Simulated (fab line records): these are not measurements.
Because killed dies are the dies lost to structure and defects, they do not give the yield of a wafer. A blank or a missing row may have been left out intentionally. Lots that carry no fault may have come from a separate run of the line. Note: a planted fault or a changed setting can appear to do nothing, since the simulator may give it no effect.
What tool caused it? :: flow nandHarc :: 12 lots with 36 wafers sampled at 5 steps, on a route of 1302 steps

WHAT THE GAUGES SHOWED, per wafer
NHARC_P_ZERO_WELL_CD_MEAS_11 targets a cd of 500 nm. Usual: cdNm reads 498.7 nm (standard deviation 1.8).
lot: L672
measured: day 1 21:07
on: cdSem-01
cdNm (nm): 499.3 498.7 497.4
flag: 

lot: L673
measured: day 2 07:14
on: cdSem-01
cdNm (nm): 496.2 496.7 499.0
flag: 

lot: L677
measured: day 3 23:15
on: cdSem-01
cdNm (nm): 499.1 499.8 498.5
flag: 

lot: L680
measured: day 5 05:14
on: cdSem-02
cdNm (nm): 497.6 500.9 497.6
flag: 

lot: L683
measured: day 6 11:14
on: cdSem-02
cdNm (nm): 496.3 498.8 498.7
flag: 

lot: L689
measured: day 8 23:15
on: cdSem-02
cdNm (nm): 501.5 500.8 504.0
flag: 

lot: L690
measured: day 9 09:14
on: cdSem-01
cdNm (nm): 496.8 496.0 495.3
flag: 

lot: L691
measured: day 9 19:14
on: cdSem-02
cdNm (nm): 496.6 496.8 495.6
flag: 

lot: L692
measured: day 10 05:14
on: cdSem-03
cdNm (nm): 500.3 501.0 500.6
flag: 

lot: L693
measured: day 10 15:14
on: cdSem-01
cdNm (nm): 499.2 499.0 500.7
flag: 

lot: L694
measured: day 11 01:07
on: cdSem-03
cdNm (nm): 498.4 498.4 499.2
flag: 

lot: L695
measured: day 11 11:14
on: cdSem-03
cdNm (nm): 499.8 498.4 500.4
flag: 

NHARC_P_ZERO_WELL_CD_MEAS_37 targets a cd of 720 nm. Usual: cdNm reads 720.0 nm (standard deviation 1.8).
lot: L672
measured: day 2 00:06
on: cdSem-01
cdNm (nm): 719.5 721.3 718.5
flag: 

lot: L673
measured: day 2 10:41
on: cdSem-01
cdNm (nm): 721.2 720.7 720.0
flag: 

lot: L677
measured: day 4 02:17
on: cdSem-02
cdNm (nm): 722.5 722.5 721.6
flag: 

lot: L680
measured: day 5 08:17
on: cdSem-02
cdNm (nm): 717.6 719.2 719.8
flag: 

lot: L683
measured: day 6 14:12
on: cdSem-02
cdNm (nm): 718.3 714.9 717.4
flag: 

lot: L689
measured: day 9 02:06
on: cdSem-02
cdNm (nm): 722.5 719.6 719.7
flag: 

lot: L690
measured: day 9 12:16
on: cdSem-03
cdNm (nm): 721.1 720.9 721.6
flag: 

lot: L691
measured: day 9 22:10
on: cdSem-01
cdNm (nm): 719.3 718.6 717.1
flag: 

lot: L692
measured: day 10 07:59
on: cdSem-02
cdNm (nm): 717.7 719.5 721.9
flag: 

lot: L693
measured: day 10 18:13
on: cdSem-02
cdNm (nm): 721.3 720.5 722.5
flag: 

lot: L694
measured: day 11 04:04
on: cdSem-03
cdNm (nm): 718.2 720.3 720.7
flag: 

lot: L695
measured: day 11 14:07
on: cdSem-03
cdNm (nm): 719.4 721.1 721.2
flag: 

NHARC_END_SORT_01. Usual: killedAtArray 55, standard deviation 20; killedAtOther 1.1, standard deviation 1.2; killedAtPeriphery 3.8, standard deviation 2.8; killedDies 60, standard deviation 19; killedOpen 3.4, standard deviation 1.9; killedShort 2.2, standard deviation 1.5.
lot: L689
measured: day 31 17:06
on: prober-01
killedAtArray: 59 45 42
killedAtOther: 2 2 3
killedAtPeriphery: 10 9 6
killedDies: 71 56 51
killedOpen: 3 1 3
killedShort: 6 4 1
flag: 

lot: L690
measured: day 32 15:43
on: prober-01
killedAtArray: 46 59 46
killedAtOther: 2 1 0
killedAtPeriphery: 2 2 6
killedDies: 50 62 52
killedOpen: 3 5 3
killedShort: 3 2 1
flag: 

lot: L691
measured: day 32 01:16
on: prober-02
killedAtArray: 61 62 46
killedAtOther: 0 0 1
killedAtPeriphery: 6 6 3
killedDies: 67 68 50
killedOpen: 6 6 2
killedShort: 2 1 2
flag: 

lot: L692
measured: day 32 07:53
on: prober-01
killedAtArray: 65 66 58
killedAtOther: 1 1 2
killedAtPeriphery: 6 7 8
killedDies: 72 74 68
killedOpen: 6 5 6
killedShort: 1 1 3
flag: 

lot: L693
measured: day 32 23:50
on: prober-02
killedAtArray: 36 40 46
killedAtOther: 0 0 0
killedAtPeriphery: 8 2 5
killedDies: 44 42 51
killedOpen: 2 6 5
killedShort: 0 2 3
flag: 

TOOL THAT RAN EACH LOT (tool first, then ch and the chambers of the sampled wafers, then the start)
lot: L672
NHARC_P_ZERO_WELL_DESCUM_39: rieDiel-01 ch 1,2,3, day 2 00:17
NHARC_P_ZERO_WELL_STRIP_56: wetBench-01 ch 2,4,5, day 2 02:52

lot: L673
NHARC_P_ZERO_WELL_DESCUM_39: rieDiel-12 ch 0,2,3, day 2 10:53
NHARC_P_ZERO_WELL_STRIP_56: wetBench-01 ch 4,5,7, day 2 12:55

lot: L677
NHARC_P_ZERO_WELL_DESCUM_39: rieDiel-06 ch 0,1, day 4 02:28
NHARC_P_ZERO_WELL_STRIP_56: wetBench-01 ch 2,5,7, day 4 04:38

lot: L680
NHARC_P_ZERO_WELL_DESCUM_39: rieDiel-06 ch 0,1,2, day 5 08:38
NHARC_P_ZERO_WELL_STRIP_56: wetBench-09 ch 1,4,7, day 5 10:47

lot: L683
NHARC_P_ZERO_WELL_DESCUM_39: rieDiel-01 ch 0,2,3, day 6 14:31
NHARC_P_ZERO_WELL_STRIP_56: wetBench-09 ch 1,5,7, day 6 17:32

lot: L689
NHARC_P_ZERO_WELL_DESCUM_39: rieDiel-06 ch 0,1,2, day 9 02:17
NHARC_P_ZERO_WELL_STRIP_56: wetBench-05 ch 1,5,7, day 9 04:26

lot: L690
NHARC_P_ZERO_WELL_DESCUM_39: rieDiel-06 ch 0,2,3, day 9 14:47
NHARC_P_ZERO_WELL_STRIP_56: wetBench-05 ch 3,4,7, day 9 16:50

lot: L691
NHARC_P_ZERO_WELL_DESCUM_39: rieDiel-06 ch 0,1,2, day 9 22:20
NHARC_P_ZERO_WELL_STRIP_56: wetBench-09 ch 4,5,6, day 10 00:31

lot: L692
NHARC_P_ZERO_WELL_DESCUM_39: rieDiel-01 ch 0,1,3, day 10 08:10
NHARC_P_ZERO_WELL_STRIP_56: wetBench-01 ch 2,5,7, day 10 10:20

lot: L693
NHARC_P_ZERO_WELL_DESCUM_39: rieDiel-06 ch 0,1,3, day 10 18:24
NHARC_P_ZERO_WELL_STRIP_56: wetBench-05 ch 1,6,7, day 10 20:35

lot: L694
NHARC_P_ZERO_WELL_DESCUM_39: rieDiel-01 ch 2,3, day 11 04:14
NHARC_P_ZERO_WELL_STRIP_56: wetBench-09 ch 3,4,5, day 11 06:19

lot: L695
NHARC_P_ZERO_WELL_DESCUM_39: rieDiel-01 ch 0,2,3, day 11 14:19
NHARC_P_ZERO_WELL_STRIP_56: wetBench-01 ch 0,3,4, day 11 16:29
- NHARC_P_ZERO_WELL_DESCUM_39: chemistry O2, time 3 s.
- NHARC_P_ZERO_WELL_STRIP_56: strips in SPM, time 840 s.

AS READ BY THE TOOLS THEMSELVES (means over the sampled wafers that have a number; for cases with no such wafer, the mark the record gives instead)
NHARC_P_ZERO_WELL_DESCUM_39. Usual: drypumpMotorCurrentA is 5.8 A with standard deviation 0.35, mfcArSccm is 0.006 sccm with standard deviation 0.0067, o2FlowSccm is 200.0 sccm with standard deviation 0.59, oesProductAu is 1.004 a.u. with standard deviation 0.0098, rfVppV is 57.8 V with standard deviation 0.97, showerheadPlenumPTorr is 1.88 Torr with standard deviation 0.091, and throttleValvePct is 11.310 % with standard deviation 0.0088.
lot: L672
tool: rieDiel-01
drypumpMotorCurrentA (A): 6.0
mfcArSccm (sccm): 0.007
o2FlowSccm (sccm): 199.9
oesProductAu (a.u.): 1.000
rfVppV (V): 57.7
showerheadPlenumPTorr (Torr): 1.81
throttleValvePct (%): 11.315
flag: 

lot: L673
tool: rieDiel-12
drypumpMotorCurrentA (A): 6.0
mfcArSccm (sccm): 0.002
o2FlowSccm (sccm): 199.8
oesProductAu (a.u.): 1.005
rfVppV (V): 57.4
showerheadPlenumPTorr (Torr): 1.82
throttleValvePct (%): 11.311
flag: 

lot: L677
tool: rieDiel-06
drypumpMotorCurrentA (A): 5.7
mfcArSccm (sccm): 0.000
o2FlowSccm (sccm): 199.7
oesProductAu (a.u.): 1.000
rfVppV (V): 58.4
showerheadPlenumPTorr (Torr): 1.92
throttleValvePct (%): 11.309
flag: 

lot: L680
tool: rieDiel-06
drypumpMotorCurrentA (A): 5.4
mfcArSccm (sccm): 0.000
o2FlowSccm (sccm): 200.0
oesProductAu (a.u.): 1.001
rfVppV (V): 58.1
showerheadPlenumPTorr (Torr): 1.86
throttleValvePct (%): 11.310
flag: 

lot: L683
tool: rieDiel-01
drypumpMotorCurrentA (A): 5.6
mfcArSccm (sccm): 0.011
o2FlowSccm (sccm): 200.9
oesProductAu (a.u.): 1.013
rfVppV (V): 57.5
showerheadPlenumPTorr (Torr): 1.84
throttleValvePct (%): 11.302
flag: 

lot: L689
tool: rieDiel-06
drypumpMotorCurrentA (A): 5.4
mfcArSccm (sccm): 0.000
o2FlowSccm (sccm): 200.1
oesProductAu (a.u.): 1.003
rfVppV (V): 58.8
showerheadPlenumPTorr (Torr): 1.95
throttleValvePct (%): 11.304
flag: 

lot: L690
tool: rieDiel-06
drypumpMotorCurrentA (A): 5.5
mfcArSccm (sccm): 0.005
o2FlowSccm (sccm): 199.7
oesProductAu (a.u.): 1.007
rfVppV (V): 57.6
showerheadPlenumPTorr (Torr): 1.93
throttleValvePct (%): 11.309
flag: 

lot: L691
tool: rieDiel-06
drypumpMotorCurrentA (A): 5.4
mfcArSccm (sccm): 0.000
o2FlowSccm (sccm): 200.1
oesProductAu (a.u.): 1.004
rfVppV (V): 57.3
showerheadPlenumPTorr (Torr): 1.95
throttleValvePct (%): 11.302
flag: 

lot: L692
tool: rieDiel-01
drypumpMotorCurrentA (A): 5.8
mfcArSccm (sccm): 0.005
o2FlowSccm (sccm): 200.2
oesProductAu (a.u.): 0.994
rfVppV (V): 57.8
showerheadPlenumPTorr (Torr): 1.95
throttleValvePct (%): 11.314
flag: 

lot: L693
tool: rieDiel-06
drypumpMotorCurrentA (A): 5.7
mfcArSccm (sccm): 0.005
o2FlowSccm (sccm): 200.3
oesProductAu (a.u.): 1.014
rfVppV (V): 57.9
showerheadPlenumPTorr (Torr): 1.88
throttleValvePct (%): 11.318
flag: 

lot: L694
tool: rieDiel-01
drypumpMotorCurrentA (A): 5.8
mfcArSccm (sccm): 0.008
o2FlowSccm (sccm): 200.1
oesProductAu (a.u.): 0.998
rfVppV (V): 58.7
showerheadPlenumPTorr (Torr): 1.98
throttleValvePct (%): 11.311
flag: 

lot: L695
tool: rieDiel-01
drypumpMotorCurrentA (A): 5.6
mfcArSccm (sccm): 0.011
o2FlowSccm (sccm): 199.9
oesProductAu (a.u.): 1.000
rfVppV (V): 57.5
showerheadPlenumPTorr (Torr): 1.93
throttleValvePct (%): 11.312
flag: 

NHARC_P_ZERO_WELL_STRIP_56. Usual: runLengthS reads 843.2 s (standard deviation 1.1).
lot: L672
tool: wetBench-01
runLengthS (s): 843.0
flag: 

lot: L673
tool: wetBench-01
runLengthS (s): 843.4
flag: 

lot: L677
tool: wetBench-01
runLengthS (s): 844.0
flag: 

lot: L680
tool: wetBench-09
runLengthS (s): 171.5
flag: OFF

lot: L683
tool: wetBench-09
runLengthS (s): 170.8
flag: OFF

lot: L689
tool: wetBench-05
runLengthS (s): 842.7
flag: 

lot: L690
tool: wetBench-05
runLengthS (s): 842.8
flag: 

lot: L691
tool: wetBench-09
runLengthS (s): 842.8
flag: 

lot: L692
tool: wetBench-01
runLengthS (s): 844.2
flag: 

lot: L693
tool: wetBench-05
runLengthS (s): 843.4
flag: 

lot: L694
tool: wetBench-09
runLengthS (s): 843.4
flag: 

lot: L695
tool: wetBench-01
runLengthS (s): 842.9
flag: 

THE ANSWER, worked out from the rows above alone
Rule: a lot counts as off when the mean over its wafers that have a number is more than 3 standard deviations away from the usual mean. Also off: a lot with no number at a reading for which 4 or more lots have one. Where the step has rows for the other lots, those lots are counted as sound. First the gauges in route order, then the tools' own readings, where a lot's mean is used as printed above. At the first step where some lot is off, the reading lying furthest off is the one used; lots without a number count as furthest.
Off: L680, L683 (NHARC_P_ZERO_WELL_STRIP_56, runLengthS).
A tool fits if, at that step or a process step before it, it ran every lot that is off, and no sound lot after the first of them. None of those tried fits.

WHAT WAS PUT IN BY THE SIMULATOR
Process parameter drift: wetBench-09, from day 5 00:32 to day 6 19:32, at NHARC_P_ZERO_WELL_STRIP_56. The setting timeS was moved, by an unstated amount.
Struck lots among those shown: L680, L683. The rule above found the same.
